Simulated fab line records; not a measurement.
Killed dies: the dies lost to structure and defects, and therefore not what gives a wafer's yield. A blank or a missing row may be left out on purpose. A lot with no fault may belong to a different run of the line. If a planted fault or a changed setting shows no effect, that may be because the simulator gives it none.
fab line records / flow nand-harc
record: lots: 5 wafers: 15 last-day: 34
route steps=1302 shown A_SLIT@942 A_SIN_REMOVE@947 A_WL_FILL@952 END@1302
lots that met no fault: taken from a fault-free run of the same line
start-h: start of the lot's first displayed wafer, in hours after the record's first day / wait-h: time in hours since the lot's previous step / " as in the row above / L1.1+2: one row covering several wafers at once / - no value, or no start given / * or withheld: withheld / < > ~ a bound
route shown NAME@n: names a module that has steps shown in the file, with the first one's number in the route / usual: average and standard deviation across the fault-free wafers / same: alike in all rows / chamber/n: place in a boat / sites: the reading at each site / _std_site: the values' standard deviation / _edge_site: inner sites' mean taken away from outer sites' mean / radius-mm: for every site, how far away it sits from the centre of the wafer / mask NAME#n: copy n / behind: the tool/chamber that last shaped the wafer / hold: why the lot was held/for how many hours/how that ended / device: which transistor (n, p or np) failed to switch / end of line: tests run on the same wafers once the route is complete / step lacking rows: just its recipe / killed: count of dies lost to structure and defects at first sort (not the wafer's yield) / map: a wafer's dies, marking killed ones x, the rest . and places with no die _
set.NAME: setting as actually run; set.NAME@STEP: the setting as run at that earlier step / model.NAME: the simulator's own value behind a step, which no gauge read
a table for each step, a row for each wafer; lots at some steps of the route
services: the hour from which a tool's chamber was out of use, counted from the record's first day as start-h (under 0 if before that day), plus the number of hours and why
== steps ==
step: NHARC_A_SLIT_ETCH_29
recipe: target-depth-a: 1000 overetch-a: 100 time-s: 55 ion-energy-ev: 100 cf4-flow-sccm: 80 o2-flow-sccm: 20 ar-flow-sccm: 0 rf-w: 300 bias-w: 100 chemistry: CF4/O2
usual: drypump-motor-current-A: 5.7/0.53 mfc-ar-sccm: 0.006/0.0073 oes-product-au: 1.003/0.01 rf-vpp-V: 198.4/1.4 showerhead-plenum-p-Torr: 1.36/0.054 throttle-valve-pct: 13.398/0.0086
lot.wafer=L717.3 tool=rie-diel-12 chamber=1 start-h=492.58 wait-h=0.1 drypump-motor-current-A=5.0 mfc-ar-sccm=0 oes-product-au=0.998 rf-hours-counter-h=4 rf-vpp-V=197.9 showerhead-plenum-p-Torr=1.36 throttle-valve-pct=13.410
lot.wafer=L717.6 tool=rie-diel-12 chamber=3 start-h=492.58 wait-h=0.1 drypump-motor-current-A=5.7 mfc-ar-sccm=0.006 oes-product-au=1.012 rf-hours-counter-h=- rf-vpp-V=201.2 showerhead-plenum-p-Torr=1.41 throttle-valve-pct=13.388
lot.wafer=L717.5 tool=rie-diel-12 chamber=0 start-h=492.58 wait-h=0.1 drypump-motor-current-A=6.4 mfc-ar-sccm=0.015 oes-product-au=1.013 rf-hours-counter-h=- rf-vpp-V=200.0 showerhead-plenum-p-Torr=1.41 throttle-valve-pct=13.398
lot.wafer=L718.3 tool=rie-diel-12 chamber=3 start-h=550.60 wait-h=0.1 drypump-motor-current-A=5.7 mfc-ar-sccm=0.006 oes-product-au=1.016 rf-hours-counter-h=8 rf-vpp-V=199.8 showerhead-plenum-p-Torr=1.41 throttle-valve-pct=13.388
lot.wafer=L718.5 tool=rie-diel-12 chamber=0 start-h=550.60 wait-h=0.1 drypump-motor-current-A=6.4 mfc-ar-sccm=0.015 oes-product-au=1.005 rf-hours-counter-h=- rf-vpp-V=198.8 showerhead-plenum-p-Torr=1.41 throttle-valve-pct=13.404
lot.wafer=L718.6 tool=rie-diel-12 chamber=1 start-h=550.60 wait-h=0.1 drypump-motor-current-A=5.0 mfc-ar-sccm=0 oes-product-au=0.999 rf-hours-counter-h=- rf-vpp-V=199.3 showerhead-plenum-p-Torr=1.36 throttle-valve-pct=13.409
lot.wafer=L728.4 tool=rie-diel-12 chamber=3 start-h=614.83 wait-h=0.1 drypump-motor-current-A=5.7 mfc-ar-sccm=0.006 oes-product-au=1.015 rf-hours-counter-h=13 rf-vpp-V=198.8 showerhead-plenum-p-Torr=1.41 throttle-valve-pct=13.394
lot.wafer=L728.5 tool=rie-diel-12 chamber=1 start-h=614.83 wait-h=0.1 drypump-motor-current-A=5.0 mfc-ar-sccm=0 oes-product-au=0.999 rf-hours-counter-h=- rf-vpp-V=199.9 showerhead-plenum-p-Torr=1.36 throttle-valve-pct=13.395
lot.wafer=L728.6 tool=rie-diel-12 chamber=2 start-h=614.83 wait-h=0.1 drypump-motor-current-A=5.4 mfc-ar-sccm=0.002 oes-product-au=1.016 rf-hours-counter-h=- rf-vpp-V=195.5 showerhead-plenum-p-Torr=1.27 throttle-valve-pct=13.407
lot.wafer=L733.4 tool=rie-diel-05 chamber=3 start-h=678.71 wait-h=0.1 drypump-motor-current-A=6.1 mfc-ar-sccm=0.013 oes-product-au=0.993 rf-hours-counter-h=5 rf-vpp-V=195.8 showerhead-plenum-p-Torr=1.27 throttle-valve-pct=13.401
lot.wafer=L733.2 tool=rie-diel-05 chamber=0 start-h=678.71 wait-h=0.1 drypump-motor-current-A=5.8 mfc-ar-sccm=0.011 oes-product-au=1.017 rf-hours-counter-h=6 rf-vpp-V=197.6 showerhead-plenum-p-Torr=1.36 throttle-valve-pct=13.394
lot.wafer=L733.5 tool=rie-diel-05 chamber=3 start-h=678.71 wait-h=0.1 drypump-motor-current-A=6.1 mfc-ar-sccm=0.013 oes-product-au=0.998 rf-hours-counter-h=- rf-vpp-V=196.6 showerhead-plenum-p-Torr=1.27 throttle-valve-pct=13.384
lot.wafer=L732.2 tool=rie-diel-12 chamber=1 start-h=691.95 wait-h=0.1 drypump-motor-current-A=4.9 mfc-ar-sccm=0 oes-product-au=0.994 rf-hours-counter-h=2 rf-vpp-V=198.7 showerhead-plenum-p-Torr=1.36 throttle-valve-pct=13.408
lot.wafer=L732.1 tool=rie-diel-12 chamber=3 start-h=691.95 wait-h=0.1 drypump-motor-current-A=5.7 mfc-ar-sccm=0.006 oes-product-au=1.002 rf-hours-counter-h=3 rf-vpp-V=199.4 showerhead-plenum-p-Torr=1.41 throttle-valve-pct=13.414
lot.wafer=L732.5 tool=rie-diel-12 chamber=1 start-h=691.95 wait-h=0.1 drypump-motor-current-A=5.0 mfc-ar-sccm=0 oes-product-au=0.994 rf-hours-counter-h=- rf-vpp-V=199.5 showerhead-plenum-p-Torr=1.36 throttle-valve-pct=13.395
step: NHARC_A_SLIT_STRIP_18
recipe: o2-flow-sccm: 500 ar-flow-sccm: 0 bias-w: 0 chemistry: O2
usual: drypump-motor-current-A: 5.7/0.53 mfc-ar-sccm: 0.006/0.0069 oes-product-au: 1.003/0.0091 rf-vpp-V: 57.9/0.86 showerhead-plenum-p-Torr: 3.59/0.14 throttle-valve-pct: 17.038/0.0084
lot.wafer=L717.3 tool=rie-diel-12 chamber=1 start-h=- wait-h=- drypump-motor-current-A=5.0 mfc-ar-sccm=0 oes-product-au=1.000 rf-hours-counter-h=4 rf-vpp-V=57.9 showerhead-plenum-p-Torr=3.59 throttle-valve-pct=17.035
lot.wafer=L717.5 tool=rie-diel-12 chamber=2 start-h=- wait-h=- drypump-motor-current-A=5.4 mfc-ar-sccm=0.002 oes-product-au=1.022 rf-hours-counter-h=- rf-vpp-V=55.9 showerhead-plenum-p-Torr=3.37 throttle-valve-pct=17.034
lot.wafer=L717.6 tool=rie-diel-12 chamber=3 start-h=- wait-h=- drypump-motor-current-A=5.7 mfc-ar-sccm=0.006 oes-product-au=1.018 rf-hours-counter-h=- rf-vpp-V=58.1 showerhead-plenum-p-Torr=3.72 throttle-valve-pct=17.030
lot.wafer=L718.3 tool=rie-diel-12 chamber=3 start-h=- wait-h=- drypump-motor-current-A=5.7 mfc-ar-sccm=0.006 oes-product-au=1.005 rf-hours-counter-h=8 rf-vpp-V=57.9 showerhead-plenum-p-Torr=3.72 throttle-valve-pct=17.042
lot.wafer=L718.5 tool=rie-diel-12 chamber=1 start-h=- wait-h=- drypump-motor-current-A=5.0 mfc-ar-sccm=0 oes-product-au=0.998 rf-hours-counter-h=- rf-vpp-V=58.2 showerhead-plenum-p-Torr=3.58 throttle-valve-pct=17.045
lot.wafer=L718.6 tool=rie-diel-12 chamber=0 start-h=- wait-h=- drypump-motor-current-A=6.4 mfc-ar-sccm=0.015 oes-product-au=1.010 rf-hours-counter-h=- rf-vpp-V=58.4 showerhead-plenum-p-Torr=3.72 throttle-valve-pct=17.035
lot.wafer=L728.4 tool=rie-diel-12 chamber=1 start-h=- wait-h=- drypump-motor-current-A=5.0 mfc-ar-sccm=0 oes-product-au=1.000 rf-hours-counter-h=11 rf-vpp-V=57.1 showerhead-plenum-p-Torr=3.58 throttle-valve-pct=17.035
lot.wafer=L728.6 tool=rie-diel-12 chamber=0 start-h=- wait-h=- drypump-motor-current-A=6.4 mfc-ar-sccm=0.015 oes-product-au=1.012 rf-hours-counter-h=- rf-vpp-V=57.1 showerhead-plenum-p-Torr=3.71 throttle-valve-pct=17.049
lot.wafer=L728.5 tool=rie-diel-12 chamber=1 start-h=- wait-h=- drypump-motor-current-A=5.0 mfc-ar-sccm=0 oes-product-au=0.997 rf-hours-counter-h=- rf-vpp-V=58.0 showerhead-plenum-p-Torr=3.58 throttle-valve-pct=17.050
lot.wafer=L733.4 tool=rie-diel-05 chamber=1 start-h=- wait-h=- drypump-motor-current-A=5.4 mfc-ar-sccm=0 oes-product-au=0.989 rf-hours-counter-h=6 rf-vpp-V=56.5 showerhead-plenum-p-Torr=3.69 throttle-valve-pct=17.036
lot.wafer=L733.2 tool=rie-diel-05 chamber=2 start-h=- wait-h=- drypump-motor-current-A=5.5 mfc-ar-sccm=0 oes-product-au=0.997 rf-hours-counter-h=5 rf-vpp-V=58.1 showerhead-plenum-p-Torr=3.71 throttle-valve-pct=17.048
lot.wafer=L733.5 tool=rie-diel-05 chamber=0 start-h=- wait-h=- drypump-motor-current-A=5.8 mfc-ar-sccm=0.011 oes-product-au=1.010 rf-hours-counter-h=- rf-vpp-V=58.5 showerhead-plenum-p-Torr=3.60 throttle-valve-pct=17.041
lot.wafer=L732.2 tool=rie-diel-12 chamber=2 start-h=- wait-h=- drypump-motor-current-A=5.4 mfc-ar-sccm=0.002 oes-product-au=1.007 rf-hours-counter-h=2 rf-vpp-V=58.4 showerhead-plenum-p-Torr=3.37 throttle-valve-pct=17.034
lot.wafer=L732.1 tool=rie-diel-12 chamber=3 start-h=- wait-h=- drypump-motor-current-A=5.7 mfc-ar-sccm=0.006 oes-product-au=1.012 rf-hours-counter-h=3 rf-vpp-V=57.8 showerhead-plenum-p-Torr=3.71 throttle-valve-pct=17.028
lot.wafer=L732.5 tool=rie-diel-12 chamber=0 start-h=- wait-h=- drypump-motor-current-A=6.4 mfc-ar-sccm=0.015 oes-product-au=0.993 rf-hours-counter-h=- rf-vpp-V=59.5 showerhead-plenum-p-Torr=3.71 throttle-valve-pct=17.036
step: NHARC_A_SLIT_PRECLEAN_19
recipe: time-s: * temp-c: 50 bath-age-min: 0 chemistry: SC1
step: NHARC_A_SLIT_SRD_20
step: NHARC_A_SLIT_CD_MEAS_21
usual: cd-nm: 289.3/0.92
lot.wafer=L717.3 tool=cd-sem-01 chamber=- start-h=493.12 wait-h=- cd-nm=289.3
lot.wafer=L717.5 tool=cd-sem-01 chamber=- start-h=493.12 wait-h=- cd-nm=289.4
lot.wafer=L717.6 tool=cd-sem-01 chamber=- start-h=493.12 wait-h=- cd-nm=289.0
lot.wafer=L718.3 tool=cd-sem-02 chamber=- start-h=551.19 wait-h=- cd-nm=289.0
lot.wafer=L718.5 tool=cd-sem-02 chamber=- start-h=551.19 wait-h=- cd-nm=290.2
lot.wafer=L718.6 tool=cd-sem-02 chamber=- start-h=551.19 wait-h=- cd-nm=289.3
lot.wafer=L728.4 tool=cd-sem-02 chamber=- start-h=615.36 wait-h=- cd-nm=290.2
lot.wafer=L728.5 tool=cd-sem-02 chamber=- start-h=615.36 wait-h=- cd-nm=289.1
lot.wafer=L728.6 tool=cd-sem-02 chamber=- start-h=615.36 wait-h=- cd-nm=289.8
lot.wafer=L733.2 tool=cd-sem-02 chamber=- start-h=679.24 wait-h=- cd-nm=289.3
lot.wafer=L733.4 tool=cd-sem-02 chamber=- start-h=679.24 wait-h=- cd-nm=289.1
lot.wafer=L733.5 tool=cd-sem-02 chamber=- start-h=679.24 wait-h=- cd-nm=290.0
lot.wafer=L732.1 tool=cd-sem-01 chamber=- start-h=692.52 wait-h=0.1 cd-nm=289.3
lot.wafer=L732.2 tool=cd-sem-01 chamber=- start-h=692.52 wait-h=0.1 cd-nm=288.7
lot.wafer=L732.5 tool=cd-sem-01 chamber=- start-h=692.52 wait-h=0.1 cd-nm=289.6
step: NHARC_A_SIN_REMOVE_WET_00
recipe: temp-c: 160 time-s: 15300 chemistry: H3PO4
step: NHARC_A_SIN_REMOVE_PRECLEAN_01
recipe: time-s: * temp-c: 50 bath-age-min: 0 chemistry: SC1
step: NHARC_A_SIN_REMOVE_SRD_02
step: NHARC_A_SIN_REMOVE_INSPECT_04
usual: raw-defect-count: 397/84
lot.wafer=L717.3 tool=defect-inspect-01 chamber=- start-h=499.78 wait-h=0.0 raw-defect-count=214
lot.wafer=L717.5 tool=defect-inspect-01 chamber=- start-h=499.78 wait-h=0.0 raw-defect-count=309
lot.wafer=L717.6 tool=defect-inspect-01 chamber=- start-h=499.78 wait-h=0.0 raw-defect-count=270
lot.wafer=L718.3 tool=defect-inspect-01 chamber=- start-h=557.82 wait-h=0.0 raw-defect-count=545
lot.wafer=L718.5 tool=defect-inspect-01 chamber=- start-h=557.82 wait-h=0.0 raw-defect-count=320
lot.wafer=L718.6 tool=defect-inspect-01 chamber=- start-h=557.82 wait-h=0.0 raw-defect-count=414
lot.wafer=L728.4 tool=defect-inspect-02 chamber=- start-h=622.00 wait-h=0.0 raw-defect-count=330
lot.wafer=L728.5 tool=defect-inspect-02 chamber=- start-h=622.00 wait-h=0.0 raw-defect-count=562
lot.wafer=L728.6 tool=defect-inspect-02 chamber=- start-h=622.00 wait-h=0.0 raw-defect-count=415
lot.wafer=L733.2 tool=defect-inspect-01 chamber=- start-h=685.89 wait-h=0.0 raw-defect-count=471
lot.wafer=L733.4 tool=defect-inspect-01 chamber=- start-h=685.89 wait-h=0.0 raw-defect-count=371
lot.wafer=L733.5 tool=defect-inspect-01 chamber=- start-h=685.89 wait-h=0.0 raw-defect-count=403
lot.wafer=L732.1 tool=defect-inspect-02 chamber=- start-h=699.14 wait-h=0.0 raw-defect-count=381
lot.wafer=L732.2 tool=defect-inspect-02 chamber=- start-h=699.14 wait-h=0.0 raw-defect-count=415
lot.wafer=L732.5 tool=defect-inspect-02 chamber=- start-h=699.14 wait-h=0.0 raw-defect-count=317
step: NHARC_A_WL_FILL_ALD_00
recipe: target-thk-a: 30 pulse-time-s: 3 ald-cycles: 30 temp-c: 300 material: Al2O3
usual: ald-cycles: 30/0 heater-power-w: 458/55 precursor-pulse-height-rel: 1.000/0.022
lot.wafer=L717.3 tool=ald-hk-01 chamber=0 start-h=500.23 wait-h=0.5 ald-cycles=30 heater-power-w=442 precursor-pulse-height-rel=0.968
lot.wafer=L717.6 tool=ald-hk-01 chamber=2 start-h=500.23 wait-h=0.5 ald-cycles=30 heater-power-w=423 precursor-pulse-height-rel=1.018
lot.wafer=L717.5 tool=ald-hk-01 chamber=3 start-h=500.23 wait-h=0.5 ald-cycles=30 heater-power-w=418 precursor-pulse-height-rel=1.051
lot.wafer=L718.3 tool=ald-hk-04 chamber=0 start-h=557.89 wait-h=0.1 ald-cycles=30 heater-power-w=405 precursor-pulse-height-rel=1.029
lot.wafer=L718.6 tool=ald-hk-04 chamber=0 start-h=557.89 wait-h=0.1 ald-cycles=30 heater-power-w=395 precursor-pulse-height-rel=1.011
lot.wafer=L718.5 tool=ald-hk-04 chamber=1 start-h=557.89 wait-h=0.1 ald-cycles=30 heater-power-w=417 precursor-pulse-height-rel=1.004
lot.wafer=L728.4 tool=ald-hk-04 chamber=3 start-h=622.12 wait-h=0.1 ald-cycles=30 heater-power-w=540 precursor-pulse-height-rel=0.994
lot.wafer=L728.6 tool=ald-hk-04 chamber=1 start-h=622.12 wait-h=0.1 ald-cycles=30 heater-power-w=405 precursor-pulse-height-rel=1.008
lot.wafer=L728.5 tool=ald-hk-04 chamber=2 start-h=622.12 wait-h=0.1 ald-cycles=30 heater-power-w=483 precursor-pulse-height-rel=1.008
lot.wafer=L733.2 tool=ald-hk-01 chamber=3 start-h=685.96 wait-h=0.1 ald-cycles=30 heater-power-w=429 precursor-pulse-height-rel=0.991
lot.wafer=L733.4 tool=ald-hk-01 chamber=1 start-h=685.96 wait-h=0.1 ald-cycles=30 heater-power-w=434 precursor-pulse-height-rel=1.015
lot.wafer=L733.5 tool=ald-hk-01 chamber=0 start-h=685.96 wait-h=0.1 ald-cycles=30 heater-power-w=426 precursor-pulse-height-rel=1.010
lot.wafer=L732.1 tool=ald-hk-04 chamber=1 start-h=699.26 wait-h=0.1 ald-cycles=30 heater-power-w=391 precursor-pulse-height-rel=0.993
lot.wafer=L732.2 tool=ald-hk-04 chamber=2 start-h=699.26 wait-h=0.1 ald-cycles=30 heater-power-w=492 precursor-pulse-height-rel=1.004
lot.wafer=L732.5 tool=ald-hk-04 chamber=0 start-h=699.26 wait-h=0.1 ald-cycles=30 heater-power-w=396 precursor-pulse-height-rel=0.970
step: NHARC_A_WL_FILL_RTA_01
recipe: temp-c: 1000 time-s: 5
usual: lamp-power-pct: 35.44/0.042 lamp_zone_1_pct: 35.44/0.035 lamp_zone_6_pct: 35.36/0.041 wafer_temp_C_max: 1004.5/0.85
lot.wafer=L717.3 tool=rtp-anneal-01 chamber=0 start-h=500.50 wait-h=- lamp-power-pct=35.46 lamp_zone_1_pct=35.43 lamp_zone_6_pct=35.37 wafer_temp_C_max=1003.7
lot.wafer=L717.5 tool=rtp-anneal-01 chamber=0 start-h=500.50 wait-h=- lamp-power-pct=35.45 lamp_zone_1_pct=35.41 lamp_zone_6_pct=35.32 wafer_temp_C_max=1003.5
lot.wafer=L717.6 tool=rtp-anneal-01 chamber=0 start-h=500.50 wait-h=- lamp-power-pct=35.55 lamp_zone_1_pct=35.47 lamp_zone_6_pct=35.34 wafer_temp_C_max=1004.2
lot.wafer=L718.3 tool=rtp-anneal-02 chamber=0 start-h=558.22 wait-h=- lamp-power-pct=35.48 lamp_zone_1_pct=35.44 lamp_zone_6_pct=35.37 wafer_temp_C_max=1005.4
lot.wafer=L718.5 tool=rtp-anneal-02 chamber=0 start-h=558.22 wait-h=- lamp-power-pct=35.48 lamp_zone_1_pct=35.45 lamp_zone_6_pct=35.39 wafer_temp_C_max=1005.1
lot.wafer=L718.6 tool=rtp-anneal-02 chamber=0 start-h=558.22 wait-h=- lamp-power-pct=35.42 lamp_zone_1_pct=35.40 lamp_zone_6_pct=35.31 wafer_temp_C_max=1004.9
lot.wafer=L728.4 tool=rtp-anneal-01 chamber=0 start-h=622.52 wait-h=- lamp-power-pct=35.45 lamp_zone_1_pct=35.44 lamp_zone_6_pct=35.37 wafer_temp_C_max=1004.1
lot.wafer=L728.5 tool=rtp-anneal-01 chamber=0 start-h=622.52 wait-h=- lamp-power-pct=35.48 lamp_zone_1_pct=35.48 lamp_zone_6_pct=35.35 wafer_temp_C_max=1004.0
lot.wafer=L728.6 tool=rtp-anneal-01 chamber=0 start-h=622.52 wait-h=- lamp-power-pct=35.44 lamp_zone_1_pct=35.44 lamp_zone_6_pct=35.37 wafer_temp_C_max=1003.5
lot.wafer=L733.2 tool=rtp-anneal-02 chamber=0 start-h=686.26 wait-h=- lamp-power-pct=35.42 lamp_zone_1_pct=35.48 lamp_zone_6_pct=35.38 wafer_temp_C_max=1005.0
lot.wafer=L733.4 tool=rtp-anneal-02 chamber=0 start-h=686.26 wait-h=- lamp-power-pct=35.43 lamp_zone_1_pct=35.50 lamp_zone_6_pct=35.42 wafer_temp_C_max=1005.2
lot.wafer=L733.5 tool=rtp-anneal-02 chamber=0 start-h=686.26 wait-h=- lamp-power-pct=35.42 lamp_zone_1_pct=35.44 lamp_zone_6_pct=35.34 wafer_temp_C_max=1003.3
lot.wafer=L732.1 tool=rtp-anneal-02 chamber=0 start-h=699.47 wait-h=- lamp-power-pct=35.45 lamp_zone_1_pct=35.45 lamp_zone_6_pct=35.36 wafer_temp_C_max=1004.2
lot.wafer=L732.2 tool=rtp-anneal-02 chamber=0 start-h=699.47 wait-h=- lamp-power-pct=35.49 lamp_zone_1_pct=35.49 lamp_zone_6_pct=35.37 wafer_temp_C_max=1003.6
lot.wafer=L732.5 tool=rtp-anneal-02 chamber=0 start-h=699.47 wait-h=- lamp-power-pct=35.55 lamp_zone_1_pct=35.49 lamp_zone_6_pct=35.46 wafer_temp_C_max=1003.8
step: NHARC_A_WL_FILL_ALD_02
recipe: target-thk-a: 20 pulse-time-s: 3 ald-cycles: 100 temp-c: 450 material: TiN
usual: ald-cycles: 100/0 heater-power-w: 1107/110 precursor-pulse-height-rel: 0.999/0.02
lot.wafer=L717.3 tool=ald-metal-04 chamber=3 start-h=500.70 wait-h=0.2 ald-cycles=100 heater-power-w=1241 precursor-pulse-height-rel=0.996
lot.wafer=L717.6 tool=ald-metal-04 chamber=2 start-h=500.70 wait-h=0.2 ald-cycles=100 heater-power-w=1098 precursor-pulse-height-rel=1.018
lot.wafer=L717.5 tool=ald-metal-04 chamber=3 start-h=500.70 wait-h=0.2 ald-cycles=100 heater-power-w=1258 precursor-pulse-height-rel=0.984
lot.wafer=L718.3 tool=ald-metal-03 chamber=2 start-h=558.38 wait-h=0.1 ald-cycles=100 heater-power-w=1124 precursor-pulse-height-rel=1.025
lot.wafer=L718.6 tool=ald-metal-03 chamber=2 start-h=558.38 wait-h=0.1 ald-cycles=100 heater-power-w=1110 precursor-pulse-height-rel=1.045
lot.wafer=L718.5 tool=ald-metal-03 chamber=3 start-h=558.38 wait-h=0.1 ald-cycles=100 heater-power-w=1142 precursor-pulse-height-rel=1.013
lot.wafer=L728.4 tool=ald-metal-04 chamber=3 start-h=622.69 wait-h=0.1 ald-cycles=100 heater-power-w=1226 precursor-pulse-height-rel=1.006
lot.wafer=L728.5 tool=ald-metal-04 chamber=2 start-h=622.69 wait-h=0.1 ald-cycles=152 heater-power-w=1116 precursor-pulse-height-rel=0.979
lot.wafer=L728.6 tool=ald-metal-04 chamber=3 start-h=622.69 wait-h=0.1 ald-cycles=100 heater-power-w=1205 precursor-pulse-height-rel=1.019
lot.wafer=L733.2 tool=ald-metal-03 chamber=1 start-h=686.44 wait-h=0.2 ald-cycles=100 heater-power-w=921 precursor-pulse-height-rel=1.021
lot.wafer=L733.4 tool=ald-metal-03 chamber=3 start-h=686.44 wait-h=0.2 ald-cycles=100 heater-power-w=1142 precursor-pulse-height-rel=1.016
lot.wafer=L733.5 tool=ald-metal-03 chamber=1 start-h=686.44 wait-h=0.2 ald-cycles=100 heater-power-w=933 precursor-pulse-height-rel=1.027
lot.wafer=L732.1 tool=ald-metal-02 chamber=0 start-h=699.69 wait-h=0.2 ald-cycles=100 heater-power-w=950 precursor-pulse-height-rel=0.963
lot.wafer=L732.2 tool=ald-metal-02 chamber=2 start-h=699.69 wait-h=0.2 ald-cycles=100 heater-power-w=1220 precursor-pulse-height-rel=0.977
lot.wafer=L732.5 tool=ald-metal-02 chamber=0 start-h=699.69 wait-h=0.2 ald-cycles=100 heater-power-w=986 precursor-pulse-height-rel=1.030
step: NHARC_END_SORT_01
recipe: temp-c: 25
usual: killed-at-array: 41/10 killed-at-other: 0.8/0.91 killed-at-periphery: 4.2/2.9 killed-dies: 46/10 killed-open: 3.5/2.1 killed-short: 2.5/1.6
same: gross-dies: 677
lot.wafer=L717.3 tool=prober-01 chamber=0 start-h=602.12 wait-h=3.1 killed-at-array=18 killed-at-other=1 killed-at-periphery=2 killed-dies=21 killed-open=1 killed-short=3
lot.wafer=L717.5 tool=prober-01 chamber=0 start-h=603.72 wait-h=3.7 killed-at-array=24 killed-at-other=0 killed-at-periphery=2 killed-dies=26 killed-open=3 killed-short=3
lot.wafer=L717.6 tool=prober-01 chamber=0 start-h=604.52 wait-h=4.0 killed-at-array=31 killed-at-other=0 killed-at-periphery=1 killed-dies=32 killed-open=5 killed-short=1
lot.wafer=L718.3 tool=prober-01 chamber=0 start-h=658.31 wait-h=3.1 killed-at-array=44 killed-at-other=2 killed-at-periphery=5 killed-dies=51 killed-open=2 killed-short=2
killed by level:class
L717.3 A_CONTACT:chamber-film-flake=7 A_CHANNEL_HOLE_D2:chamber-film-flake=4 A_BONDPAD:chamber-film-flake=3 A_STAIRCASE:chamber-film-flake=2 P_STI:geometric-particle:short=1 A_CHANNEL_FILL_D1:geometric-particle:open=1 A_WL_FILL:geometric-particle:short=1 STARTING-WAFER:geometric-particle:short=1
L717.5 A_CHANNEL_HOLE_D2:chamber-film-flake=7 A_CONTACT:chamber-film-flake=6 A_BONDPAD:chamber-film-flake=3 A_STAIRCASE:chamber-film-flake=2 P_M0:geometric-particle:open=1 A_CHANNEL_FILL_D1:geometric-particle:open=1 A_DECK1_JOINT:geometric-particle:short=1 A_ONON_D2:geometric-particle:open=1
L717.6 A_CONTACT:chamber-film-flake=6 A_STAIRCASE:chamber-film-flake=5 A_CHANNEL_HOLE_D1:chamber-film-flake=4 A_CHANNEL_HOLE_D2:chamber-film-flake=4 A_BONDPAD:chamber-film-flake=4 A_WL_FILL:geometric-particle:open=2 A_SGD_CUT:chamber-film-flake=2 P_M0:geometric-particle:open=1
L718.3 A_CHANNEL_HOLE_D1:chamber-film-flake=20 A_CHANNEL_HOLE_D2:chamber-film-flake=9 A_STAIRCASE:chamber-film-flake=8 P_ZERO_WELL:chamber-film-flake=4 A_CONTACT:chamber-film-flake=2 THIN_TSV:chamber-film-flake=2 P_BONDPAD:geometric-particle:open=1 A_ONON_D1:geometric-particle:short=1
== services ==
tool=ald-metal-04 chamber=- start-h=474.00 hours=10.0 kind=pm
tool=rie-diel-12 chamber=0 start-h=479.93 hours=- kind=clean
tool=rie-diel-12 chamber=1 start-h=479.93 hours=- kind=clean
tool=rie-diel-12 chamber=2 start-h=479.93 hours=- kind=clean
tool=rie-diel-12 chamber=3 start-h=479.93 hours=- kind=clean
tool=ald-metal-03 chamber=- start-h=481.63 hours=0.6 kind=repair
tool=ald-metal-02 chamber=1 start-h=507.15 hours=4.6 kind=repair
tool=ald-metal-02 chamber=0 start-h=517.52 hours=19.9 kind=repair
tool=ald-hk-04 chamber=- start-h=535.61 hours=1.5 kind=repair
tool=rie-diel-12 chamber=2 start-h=544.23 hours=16.7 kind=repair
tool=rie-diel-05 chamber=1 start-h=547.89 hours=9.6 kind=repair
tool=ald-metal-04 chamber=- start-h=549.59 hours=0.9 kind=repair
tool=ald-metal-03 chamber=- start-h=568.00 hours=10.0 kind=pm
tool=rie-diel-12 chamber=0 start-h=568.12 hours=15.6 kind=repair
tool=rie-diel-12 chamber=3 start-h=574.13 hours=1.2 kind=repair
tool=ald-metal-02 chamber=- start-h=577.85 hours=0.6 kind=repair
tool=rie-diel-05 chamber=- start-h=583.60 hours=9.0 kind=pm
tool=ald-metal-04 chamber=1 start-h=594.33 hours=12.0 kind=repair
tool=ald-metal-02 chamber=- start-h=610.00 hours=10.0 kind=pm
tool=ald-hk-04 chamber=- start-h=610.32 hours=10.0 kind=pm
tool=rie-diel-12 chamber=- start-h=623.43 hours=9.0 kind=pm
tool=ald-metal-03 chamber=1 start-h=627.33 hours=10.9 kind=repair
tool=ald-metal-04 chamber=- start-h=652.00 hours=10.0 kind=pm
tool=ald-hk-01 chamber=- start-h=662.25 hours=1.0 kind=repair
== key ==
first-sign: step: NHARC_A_WL_FILL_ALD_02 reading: ald-cycles direction: up sigmas: 99+ usual: 100 struck: 152
effect none on later readings
met-at NHARC_A_WL_FILL_ALD_02
struck-wafers L728.5
tester-left-out L728
onset-between 500.70 622.69
fault: kind: process-parameter-drift tool: ald-metal-04 chamber: 2 onset-h: 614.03 steps: NHARC_A_WL_FILL_ALD_02 channel: ald-cycles offset: 52 shape: step end-h: 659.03 acts-in: these-recipes-only stated: 100
tester-left-out: of these lots the tester's yield and bins aren't shown, on N5 and GAA mostly nor the transistor test; their killed dies are dies lost to structure and defects alone, not to doping, threshold or leakage, so they don't give the yield
